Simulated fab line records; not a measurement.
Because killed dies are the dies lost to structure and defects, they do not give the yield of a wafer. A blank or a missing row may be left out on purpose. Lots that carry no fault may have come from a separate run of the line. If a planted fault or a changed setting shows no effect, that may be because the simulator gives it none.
fab line records	flow nandHarc
[record] lots = 24	wafers = 72	lastDay = 26
route steps=1159 shown P_M1@317 P_M2@334
lots untouched by any fault: they come from a run of this same line in which no faults occurred
startH: the number of hours between the record's first day and the start of the first shown wafer of the lot	waitH: time in hours since the lot's previous step	" the same as in the row above	L1.1+2: a row that stands for several wafers	- value missing, or start not given	* or withheld: withheld	< > ~ a bound
route shown NAME@n: names a module that has steps shown in the file, with the first one's number in the route	usual: mean/standard deviation taken from wafers without a fault	same: alike in all rows	chamber/n: place in a boat	sites: per-site readings	_std_site: how widely they spread, as a standard deviation	_edge_site: inner sites' mean taken away from outer sites' mean	radiusMm: for every site, how far away it sits from the centre of the wafer	mask NAME#n: copy n	behind: the most recent tool/chamber to have shaped the wafer	hold: why the lot was held/for how many hours/how that ended	device: the transistor (n, p or np) that didn't switch	end of line: tests of these same wafers at the route's end	for a step that has no rows: nothing shown but its recipe	killed: dies that structure and defects cost at the first sort, which is not the same as the wafer's yield	map: a wafer's dies, x killed, . not, _ none there
set.NAME: the setting the step ran with; set.NAME@STEP: the setting that earlier step ran with	model.NAME: the simulator's own value behind a step, which no gauge read
the route's steps for a sample of lots (tables are steps, rows are wafers)
services: when a tool's chamber went out of use (startH, in hours from the record's first day, below 0 if earlier), for how many hours, and the reason
[[steps]]
[step NHARC_P_M1_DEP_33]
[recipe] targetThkA = 300	tempC = 370	targetThkNm = 30	pressureTorr = 3	flowSccm = 200	rfW = 450	material = SiCN
[usual] chamberPressureTorr = 3.000/0.0074	heaterPowerW = 549/84	susceptorTempC = 370.01/0.22
lot.wafer	tool	chamber	startH	waitH	chamberPressureTorr	heaterPowerW	susceptorTempC
L074.3	pecvd-04	2	119.84	0.1	3.000	565	370.03
L074.5	"	1	"	"	2.996	529	369.92
L074.4	"	2	"	"	3.003	568	370.21
L075.1	pecvd-02	2	135.32	0.1	3.002	564	370.44
L075.3	"	1	"	"	2.992	467	369.87
L075.6	"	2	"	"	2.984	552	370.16
L076.2	pecvd-03	1	141.75	0.1	2.995	604	369.75
L076.1	"	0	"	"	2.997	536	370.10
L076.5	"	2	"	"	3.010	694	370.04
L079.1	pecvd-03	2	155.28	0.1	3.003	727	370.08
L079.2	"	1	"	"	2.991	727	369.47
L079.6	"	0	"	"	2.998	553	370.32
L077.1	pecvd-04	1	156.42	0.1	3.000	541	370.55
L077.3	"	2	"	"	3.003	538	369.87
L077.5	"	2	"	"	2.992	535	369.65
L078.2	pecvd-04	0	157.40	0.1	3.001	464	370.19
L078.5	"	1	"	"	3.000	462	369.80
L078.6	"	2	"	"	3.006	525	369.93
L081.3	pecvd-02	0	169.43	0.1	2.986	523	370.22
L081.2	"	2	"	"	2.997	631	370.26
L081.4	"	0	"	"	2.999	545	370.44
L080.1	pecvd-02	2	170.85	0.1	3.001	647	370.17
L080.5	"	2	"	"	2.995	654	370.16
L080.4	"	0	"	"	2.989	573	369.92
L083.2	pecvd-02	2	180.95	0.1	2.998	633	370.05
L083.5	"	1	"	"	3.003	392	369.78
L083.4	"	0	"	"	2.999	502	370.10
L082.2	pecvd-03	2	181.13	0.1	2.990	693	369.77
L082.3	"	1	"	"	2.980	611	369.98
L082.6	"	2	"	"	2.980	669	369.96
L086.2	pecvd-02	1	226.99	0.1	3.000	455	369.81
L086.1	"	2	"	"	2.987	537	369.77
L086.6	"	0	"	"	3.006	562	369.82
L084.2	pecvd-03	0	227.83	0.1	3.000	566	369.79
L084.4	"	1	"	"	2.990	593	370.29
L084.6	"	2	"	"	3.015	712	369.99
L085.4	pecvd-04	0	231.27	0.2	3.002	395	370.14
L085.3	"	1	"	"	3.005	514	369.92
L085.5	"	1	"	"	3.008	531	369.80
L087.2	pecvd-03	2	231.58	0.1	2.997	717	370.01
L087.3	"	0	"	"	3.008	543	370.22
L087.5	"	2	"	"	3.001	719	370.00
L088.1	pecvd-04	2	232.49	0.1	3.012	589	370.11
L088.3	"	0	"	"	3.003	462	370.04
L088.6	"	0	"	"	2.998	463	370.06
L091.2	pecvd-02	2	232.87	0.1	3.005	635	369.96
L091.3	"	0	"	"	3.008	472	370.12
L091.4	"	0	"	"	2.990	470	369.97
L089.2	pecvd-02	1	239.58	0.1	3.003	425	370.07
L089.3	"	2	"	"	2.982	630	370.17
L089.4	"	2	"	"	2.996	638	369.81
L092.2	pecvd-02	2	240.27	0.1	2.999	646	370.16
L092.5	"	2	"	"	3.004	631	370.09
L092.4	"	1	"	"	2.997	456	370.31
L090.2	pecvd-02	2	241.67	0.1	3.001	607	370.07
L090.1	"	1	"	"	2.995	436	370.15
L090.5	"	0	"	"	3.005	584	370.19
L094.2	pecvd-03	2	244.77	0.1	2.992	749	370.13
L094.3	"	0	"	"	2.992	504	370.03
L094.1	"	1	"	"	3.005	607	369.92
L093.3	pecvd-02	0	245.57	0.1	3.000	526	370.09
L093.4	"	0	"	"	2.995	530	370.16
L093.6	"	1	"	"	3.002	477	370.00
L095.1	pecvd-04	2	246.62	0.1	2.989	579	370.23
L095.5	"	2	"	"	2.985	586	370.03
L095.4	"	1	"	"	3.001	557	370.19
L096.2	pecvd-04	0	247.85	0.1	3.007	466	369.85
L096.1	"	1	"	"	3.001	445	369.89
L096.4	"	2	"	"	3.000	604	369.62
L097.2	pecvd-04	2	261.95	0.1	3.000	594	370.09
L097.3	"	0	"	"	2.987	453	370.21
L097.5	"	0	"	"	2.995	450	370.19
[step NHARC_P_M2_CD_MEAS_16]
[usual] cdNm = 170.0/0.74
lot.wafer	tool	chamber	startH	waitH	cdNm
L074.3	cdSem-02	-	121.52	-	169.8
L074.4	"	-	"	"	170.6
L074.5	"	-	"	"	169.9
L075.1	cdSem-02	-	137.04	-	169.6
L075.3	"	-	"	"	171.5
L075.6	"	-	"	"	170.6
L076.1	cdSem-01	-	143.40	-	170.7
L076.2	"	-	"	"	169.4
L076.5	"	-	"	"	170.0
L079.1	cdSem-01	-	157.02	-	170.9
L079.2	"	-	"	"	169.6
L079.6	"	-	"	"	170.6
L077.1	cdSem-01	-	158.64	-	169.2
L077.3	"	-	"	"	169.6
L077.5	"	-	"	"	169.9
L078.2	cdSem-01	-	159.50	-	170.3
L078.5	"	-	"	"	170.7
L078.6	"	-	"	"	168.9
L081.2	cdSem-03	-	171.17	-	169.8
L081.3	"	-	"	"	169.7
L081.4	"	-	"	"	169.5
L080.1	cdSem-03	-	172.71	-	169.7
L080.4	"	-	"	"	170.8
L080.5	"	-	"	"	169.5
L083.2	cdSem-02	-	182.67	-	170.1
L083.4	"	-	"	"	171.0
L083.5	"	-	"	"	169.5
L082.2	cdSem-03	-	182.90	-	170.8
L082.3	"	-	"	"	169.7
L082.6	"	-	"	"	170.4
L086.1	cdSem-03	-	228.58	-	169.7
L086.2	"	-	"	"	169.4
L086.6	"	-	"	"	169.0
L084.2	cdSem-01	-	229.58	-	170.2
L084.4	"	-	"	"	170.8
L084.6	"	-	"	"	169.1
L085.3	cdSem-03	-	233.01	-	169.3
L085.4	"	-	"	"	171.0
L085.5	"	-	"	"	169.1
L087.2	cdSem-01	-	233.27	-	169.8
L087.3	"	-	"	"	169.1
L087.5	"	-	"	"	169.6
L088.1	cdSem-03	-	234.20	-	170.2
L088.3	"	-	"	"	168.6
L088.6	"	-	"	"	169.7
L091.2	cdSem-03	-	234.55	-	170.1
L091.3	"	-	"	"	169.4
L091.4	"	-	"	"	169.9
L089.2	cdSem-02	-	241.15	-	169.7
L089.3	"	-	"	"	170.2
L089.4	"	-	"	"	170.4
L092.2	cdSem-02	-	241.90	-	170.3
L092.4	"	-	"	"	169.9
L092.5	"	-	"	"	171.0
L090.1	cdSem-02	-	243.44	-	171.1
L090.2	"	-	"	"	169.9
L090.5	"	-	"	"	169.1
L094.1	cdSem-02	-	246.38	-	170.2
L094.2	"	-	"	"	169.8
L094.3	"	-	"	"	170.2
L093.3	cdSem-01	-	247.26	-	169.8
L093.4	"	-	"	"	170.2
L093.6	"	-	"	"	170.8
L095.1	cdSem-02	-	248.35	-	171.4
L095.4	"	-	"	"	170.6
L095.5	"	-	"	"	170.9
L096.1	cdSem-02	-	249.54	-	169.7
L096.2	"	-	"	"	169.9
L096.4	"	-	"	"	168.8
L097.2	cdSem-01	-	263.77	-	170.7
L097.3	"	-	"	"	169.7
L097.5	"	-	"	"	169.9
[step NHARC_P_M2_CMP_23]
[recipe] tOverpolishS = 20	targetThkNm = 144.3
[usual] motorCurrentA = 11.7/1.3	slurryFlowMlMin = 150.0/0.43	timeToEndpointS = 28.4/2.6
[same] tOverpolishS = 20
lot.wafer	tool	chamber	startH	waitH	motorCurrentA	slurryFlowMlMin	timeToEndpointS
L074.4	cmp-04	2	123.33	-	12.7	149.9	28.7
L074.3	"	3	"	"	13.7	149.8	23.3
L074.5	"	2	"	"	12.6	150.0	28.4
L075.1	cmp-02	2	138.90	-	11.5	151.0	26.2
L075.3	"	3	"	"	9.1	150.2	27.2
L075.6	"	0	"	"	14.0	150.3	26.9
L076.2	cmp-03	3	145.19	-	11.3	150.3	27.2
L076.1	"	2	"	"	11.7	150.1	27.3
L076.5	"	0	"	"	10.1	150.4	29.9
L079.1	cmp-02	1	158.88	-	13.9	150.7	28.4
L079.2	"	2	"	"	12.3	149.2	26.1
L079.6	"	3	"	"	9.5	150.3	26.4
L077.3	cmp-03	1	160.45	-	10.5	150.1	25.4
L077.1	"	0	"	"	10.4	150.2	28.2
L077.5	"	1	"	"	10.1	150.6	23.1
L078.2	cmp-03	1	161.39	-	10.6	150.3	21.5
L078.6	"	2	"	"	11.8	150.1	26.5
L078.5	"	3	"	"	11.6	149.7	25.0
L081.4	cmp-04	2	173.08	-	12.8	150.4	32.6
L081.3	"	3	"	"	13.9	149.4	29.4
L081.2	"	0	"	"	11.9	150.3	30.7
L080.1	cmp-03	3	174.51	-	11.3	150.7	25.8
L080.4	"	2	"	"	11.5	150.0	29.2
L080.5	"	3	"	"	11.2	150.4	27.8
L083.2	cmp-04	3	184.51	-	14.2	150.4	27.5
L083.4	"	2	"	"	12.5	150.0	33.1
L083.5	"	3	"	"	13.0	150.1	29.8
L082.2	cmp-03	3	184.87	-	11.1	149.9	29.5
L082.3	"	0	"	"	9.9	149.6	33.3
L082.6	"	1	"	"	11.2	150.0	25.8
L086.2	cmp-03	2	230.37	-	11.2	150.2	29.8
L086.1	"	1	"	"	11.3	150.0	27.0
L086.6	"	3	"	"	11.5	149.6	28.7
L084.4	cmp-03	3	231.39	-	11.4	149.3	28.3
L084.2	"	1	"	"	10.3	150.0	29.5
L084.6	"	3	"	"	11.2	150.0	30.3
L085.3	cmp-04	1	234.80	-	11.3	149.8	27.2
L085.4	"	3	"	"	13.8	150.1	28.9
L085.5	"	2	"	"	12.3	150.3	30.0
L087.2	cmp-04	0	235.19	-	11.5	149.7	29.4
L087.3	"	3	"	"	14.4	150.3	28.3
L087.5	"	1	"	"	11.7	150.0	28.7
L088.1	cmp-03	0	236.21	-	9.8	150.9	30.5
L088.3	"	1	"	"	10.3	149.8	25.3
L088.6	"	3	"	"	11.8	150.0	26.3
L091.3	cmp-04	0	236.46	-	11.8	149.7	28.4
L091.2	"	1	"	"	12.2	149.9	28.8
L091.4	"	3	"	"	13.7	150.1	27.7
L089.4	cmp-03	2	243.04	-	11.0	150.2	28.9
L089.3	"	3	"	"	11.1	150.2	27.2
L089.2	"	0	"	"	10.3	149.9	33.2
L092.2	cmp-03	0	243.87	-	9.9	149.8	29.9
L092.4	"	1	"	"	10.6	150.1	27.1
L092.5	"	0	"	"	10.1	149.3	30.3
L090.2	cmp-04	3	245.28	-	14.0	149.4	27.3
L090.1	"	1	"	"	10.7	149.0	28.8
L090.5	"	3	"	"	13.1	150.4	27.2
L094.3	cmp-02	2	248.18	-	12.0	150.4	29.4
L094.1	"	0	"	"	13.9	149.9	25.4
L094.2	"	1	"	"	13.8	150.8	30.7
L093.4	cmp-04	1	249.10	-	11.1	148.9	29.5
L093.3	"	0	"	"	12.2	150.7	30.2
L093.6	"	2	"	"	11.4	150.3	31.0
L095.1	cmp-04	1	250.45	-	11.5	150.4	30.0
L095.4	"	2	"	"	12.4	149.8	29.8
L095.5	"	0	"	"	12.0	150.1	29.2
L096.2	cmp-02	1	251.49	-	13.2	149.9	25.5
L096.1	"	2	"	"	12.7	150.0	23.8
L096.4	"	3	"	"	10.3	150.4	28.5
L097.2	cmp-04	2	265.63	-	12.9	149.4	28.5
L097.3	"	1	"	"	11.6	150.1	30.1
L097.5	"	2	"	"	12.6	149.9	29.4
[step NHARC_P_M2_INSPECT_27]
[usual] rawDefectCount = 344/150
lot.wafer	tool	chamber	startH	waitH	rawDefectCount
L074.3	defectInspect-02	-	123.79	0.0	288
L074.4	"	-	"	"	289
L074.5	"	-	"	"	223
L075.1	defectInspect-02	-	139.31	0.0	426
L075.3	"	-	"	"	406
L075.6	"	-	"	"	338
L076.1	defectInspect-02	-	145.66	0.0	501
L076.2	"	-	"	"	517
L076.5	"	-	"	"	326
L079.1	defectInspect-02	-	159.29	0.0	202
L079.2	"	-	"	"	309
L079.6	"	-	"	"	188
L077.1	defectInspect-02	-	160.92	0.0	477
L077.3	"	-	"	"	442
L077.5	"	-	"	"	247
L078.2	defectInspect-02	-	161.78	0.0	301
L078.5	"	-	"	"	301
L078.6	"	-	"	"	271
L081.2	defectInspect-02	-	173.53	0.0	273
L081.3	"	-	"	"	443
L081.4	"	-	"	"	305
L080.1	defectInspect-02	-	174.98	0.0	243
L080.4	"	-	"	"	92
L080.5	"	-	"	"	130
L083.2	defectInspect-02	-	184.99	0.0	200
L083.4	"	-	"	"	215
L083.5	"	-	"	"	216
L082.2	defectInspect-01	-	185.29	0.0	242
L082.3	"	-	"	"	482
L082.6	"	-	"	"	347
L086.1	defectInspect-01	-	230.85	0.0	409
L086.2	"	-	"	"	417
L086.6	"	-	"	"	591
L084.2	defectInspect-01	-	231.87	0.0	623
L084.4	"	-	"	"	577
L084.6	"	-	"	"	356
L085.3	defectInspect-01	-	235.27	0.0	405
L085.4	"	-	"	"	240
L085.5	"	-	"	"	261
L087.2	defectInspect-02	-	235.66	0.0	481
L087.3	"	-	"	"	520
L087.5	"	-	"	"	919
L088.1	defectInspect-02	-	236.63	0.0	166
L088.3	"	-	"	"	153
L088.6	"	-	"	"	149
L091.2	defectInspect-02	-	237.00	0.0	370
L091.3	"	-	"	"	536
L091.4	"	-	"	"	370
L089.2	defectInspect-02	-	243.48	0.0	280
L089.3	"	-	"	"	315
L089.4	"	-	"	"	339
L092.2	defectInspect-02	-	244.31	0.0	328
L092.4	"	-	"	"	330
L092.5	"	-	"	"	390
L090.1	defectInspect-01	-	245.75	0.0	265
L090.2	"	-	"	"	249
L090.5	"	-	"	"	292
L094.1	defectInspect-02	-	248.72	0.0	442
L094.2	"	-	"	"	295
L094.3	"	-	"	"	241
L093.3	defectInspect-02	-	249.57	0.0	171
L093.4	"	-	"	"	236
L093.6	"	-	"	"	282
L095.1	defectInspect-01	-	250.88	0.0	325
L095.4	"	-	"	"	262
L095.5	"	-	"	"	334
L096.1	defectInspect-01	-	251.97	0.0	488
L096.2	"	-	"	"	736
L096.4	"	-	"	"	484
L097.2	defectInspect-02	-	266.12	0.0	240
L097.3	"	-	"	"	230
L097.5	"	-	"	"	305
[step NHARC_P_M2_PRE_CLEAN_32]
[recipe] timeS = 12	tempC = 370	rfPowerW = 300	gas = NH3
[usual] heaterPowerW = 626/98	susceptorTempC = 370.00/0.22
lot.wafer	tool	chamber	startH	waitH	heaterPowerW	susceptorTempC
L074.4	pecvd-02	0	123.89	0.1	556	370.09
L074.3	"	2	"	"	710	369.54
L074.5	"	0	"	"	559	370.01
L075.3	pecvd-03	1	139.39	0.1	689	370.18
L075.1	"	2	"	"	815	369.73
L075.6	"	0	"	"	600	369.78
L076.1	pecvd-03	1	145.74	0.1	726	370.28
L076.2	"	2	"	"	727	369.75
L076.5	"	1	"	"	735	370.23
L079.1	pecvd-03	0	159.53	0.2	611	369.91
L079.2	"	1	"	"	750	370.07
L079.6	"	0	"	"	622	369.59
L077.3	pecvd-03	1	160.99	0.1	785	370.14
L077.1	"	0	"	"	559	369.88
L077.5	"	2	"	"	732	370.06
L078.2	pecvd-04	1	161.87	0.1	553	369.97
L078.6	"	2	"	"	622	369.99
L078.5	"	0	"	"	583	370.08
L081.2	pecvd-04	0	173.59	0.1	521	369.82
L081.3	"	2	"	"	689	370.44
L081.4	"	2	"	"	691	370.26
L080.1	pecvd-02	1	175.06	0.1	529	370.24
L080.4	"	0	"	"	556	370.34
L080.5	"	2	"	"	638	369.81
L083.2	pecvd-04	1	185.08	0.1	605	369.84
L083.5	"	2	"	"	639	370.03
L083.4	"	1	"	"	614	369.64
L082.3	pecvd-03	2	185.37	0.1	793	370.16
L082.2	"	0	"	"	553	369.77
L082.6	"	1	"	"	801	369.84
L086.2	pecvd-03	2	230.91	0.1	769	369.85
L086.1	"	0	"	"	578	370.24
L086.6	"	1	"	"	676	369.82
L084.2	pecvd-04	0	232.07	0.2	514	370.04
L084.4	"	0	"	"	514	369.84
L084.6	"	1	"	"	510	369.88
L085.3	pecvd-03	1	235.36	0.1	690	370.05
L085.4	"	0	"	"	533	369.92
L085.5	"	1	"	"	723	370.28
L087.3	pecvd-02	0	235.73	0.1	528	369.93
L087.2	"	1	"	"	508	370.06
L087.5	"	1	"	"	497	370.00
L088.3	pecvd-04	1	236.76	0.1	566	370.19
L088.1	"	0	"	"	492	370.00
L088.6	"	2	"	"	657	369.98
L091.2	pecvd-03	0	237.08	0.1	607	369.62
L091.3	"	1	"	"	773	369.90
L091.4	"	0	"	"	595	369.90
L089.3	pecvd-04	1	243.57	0.1	586	370.34
L089.2	"	2	"	"	611	369.66
L089.4	"	2	"	"	612	369.93
L092.2	pecvd-04	0	244.41	0.1	545	369.89
L092.5	"	2	"	"	549	369.97
L092.4	"	0	"	"	538	369.77
L090.2	pecvd-02	2	245.83	0.1	646	370.33
L090.1	"	0	"	"	634	369.85
L090.5	"	2	"	"	647	370.48
L094.3	pecvd-03	0	248.78	0.1	612	369.67
L094.1	"	1	"	"	675	370.05
L094.2	"	2	"	"	692	370.31
L093.3	pecvd-02	2	249.64	0.1	613	369.63
L093.6	"	2	"	"	617	370.17
L093.4	"	0	"	"	603	369.87
L095.1	pecvd-03	0	250.96	0.1	521	370.27
L095.5	"	0	"	"	511	370.01
L095.4	"	1	"	"	750	370.20
L096.1	pecvd-04	2	252.05	0.1	552	369.90
L096.2	"	0	"	"	511	370.06
L096.4	"	1	"	"	520	369.80
L097.3	pecvd-02	0	266.20	0.1	579	370.33
L097.2	"	1	"	"	514	370.26
L097.5	"	2	"	"	671	370.01
[step NHARC_P_M2_DEP_33]
[recipe] targetThkA = 300	tempC = 370	targetThkNm = 30	pressureTorr = 3	flowSccm = 200	rfW = 450	material = SiCN
[usual] chamberPressureTorr = 3.000/0.0075	heaterPowerW = 576/99	susceptorTempC = 370.02/0.23
lot.wafer	tool	chamber	startH	waitH	chamberPressureTorr	heaterPowerW	susceptorTempC
L074.4	pecvd-02	0	124.10	0.2	3.004	459	370.72
L074.3	"	2	"	"	3.004	647	369.73
L074.5	"	0	"	"	3.013	460	370.00
L075.3	pecvd-03	1	139.50	0.1	3.002	718	369.76
L075.1	"	2	"	"	2.998	725	369.76
L075.6	"	0	"	"	3.008	505	370.48
L076.1	pecvd-03	1	145.85	0.1	2.988	715	369.96
L076.2	"	2	"	"	3.002	667	370.06
L076.5	"	1	"	"	2.971	724	369.91
L079.1	pecvd-03	0	159.64	0.1	2.997	517	370.14
L079.2	"	1	"	"	3.001	610	370.00
L079.6	"	0	"	"	3.002	524	369.97
L077.3	pecvd-03	1	161.07	0.1	3.008	690	370.21
L077.1	"	0	"	"	3.007	547	370.59
L077.5	"	2	"	"	2.998	710	369.91
L078.2	pecvd-04	1	162.02	0.1	2.991	547	370.10
L078.6	"	2	"	"	2.994	512	369.82
L078.5	"	0	"	"	2.999	434	370.29
L081.2	pecvd-04	0	173.67	0.1	2.988	507	369.76
L081.3	"	2	"	"	2.995	638	369.73
L081.4	"	2	"	"	2.999	614	369.90
L080.1	pecvd-02	1	175.17	0.1	3.002	465	369.42
L080.4	"	0	"	"	3.015	482	370.04
L080.5	"	2	"	"	2.987	646	369.61
L083.2	pecvd-04	1	185.22	0.1	2.994	476	370.04
L083.5	"	2	"	"	2.998	569	369.96
L083.4	"	1	"	"	2.988	476	369.73
L082.3	pecvd-03	2	185.48	0.1	3.004	770	369.82
L082.2	"	0	"	"	3.001	564	370.06
L082.6	"	1	"	"	2.995	632	370.11
L086.2	pecvd-03	2	230.99	0.1	3.011	688	370.23
L086.1	"	0	"	"	3.014	494	369.89
L086.6	"	1	"	"	2.999	738	370.19
L084.2	pecvd-04	0	232.15	0.1	2.988	453	370.08
L084.4	"	0	"	"	2.992	466	369.70
L084.6	"	1	"	"	2.996	525	370.03
L085.3	pecvd-03	1	235.50	0.1	3.001	625	370.09
L085.4	"	0	"	"	3.003	567	370.01
L085.5	"	1	"	"	3.005	656	370.06
L087.3	pecvd-02	0	235.80	0.1	2.996	574	369.94
L087.2	"	1	"	"	3.004	451	369.98
L087.5	"	1	"	"	2.994	458	370.08
L088.3	pecvd-04	1	236.84	0.1	3.001	553	369.76
L088.1	"	0	"	"	3.007	468	370.07
L088.6	"	2	"	"	3.001	598	370.37
L091.2	pecvd-03	0	237.19	0.1	3.001	560	369.93
L091.3	"	1	"	"	2.991	614	369.91
L091.4	"	0	"	"	2.994	457	369.67
L089.3	pecvd-04	1	243.68	0.1	3.005	514	370.11
L089.2	"	2	"	"	2.993	566	370.48
L089.4	"	2	"	"	2.997	556	370.01
L092.2	pecvd-04	0	244.55	0.1	2.994	485	370.03
L092.5	"	2	"	"	3.003	611	369.88
L092.4	"	0	"	"	3.000	471	370.28
L090.2	pecvd-02	2	245.94	0.1	2.994	636	370.22
L090.1	"	0	"	"	3.003	537	369.81
L090.5	"	2	"	"	3.005	647	369.98
L094.3	pecvd-03	0	248.86	0.1	2.982	498	370.12
L094.1	"	1	"	"	3.002	654	369.86
L094.2	"	2	"	"	3.006	743	369.95
L093.3	pecvd-02	2	249.72	0.1	3.013	626	370.45
L093.6	"	2	"	"	3.015	610	370.14
L093.4	"	0	"	"	3.003	563	369.77
L095.1	pecvd-03	0	251.07	0.1	3.005	488	369.78
L095.5	"	0	"	"	2.996	484	370.24
L095.4	"	1	"	"	2.993	728	369.79
L096.1	pecvd-04	2	252.16	0.1	2.989	496	370.29
L096.2	"	0	"	"	3.011	449	370.04
L096.4	"	1	"	"	2.999	539	370.10
L097.3	pecvd-02	0	266.31	0.1	2.998	553	369.93
L097.2	"	1	"	"	2.982	463	369.94
L097.5	"	2	"	"	2.992	596	370.02
[[services]]
tool	chamber	startH	hours	kind
pecvd-03	-	104.28	1.4	repair
cmp-04	-	104.30	2.6	repair
pecvd-03	-	111.29	13.0	pm
pecvd-04	0	114.95	3.9	repair
pecvd-02	1	117.41	11.5	repair
cmp-02	-	117.89	0.8	repair
pecvd-04	1	124.76	10.0	repair
cmp-02	-	142.04	4.0	pm
pecvd-02	-	153.00	13.0	pm
cmp-02	-	161.84	1.9	repair
cmp-03	-	163.92	4.0	pm
cmp-03	-	181.27	1.7	repair
pecvd-04	-	186.25	0.7	repair
cmp-04	-	192.43	0.6	repair
pecvd-04	-	195.01	13.0	pm
cmp-04	-	204.87	4.0	pm
cmp-03	-	205.57	0.9	repair
pecvd-03	0	206.26	7.3	repair
cmp-02	-	220.68	3.0	repair
pecvd-04	2	223.92	8.1	repair
cmp-03	-	233.60	2.0	repair
cmp-02	-	240.04	4.0	pm
cmp-03	-	261.93	4.0	pm
pecvd-03	1	263.79	6.2	repair
[[key]]
fault none
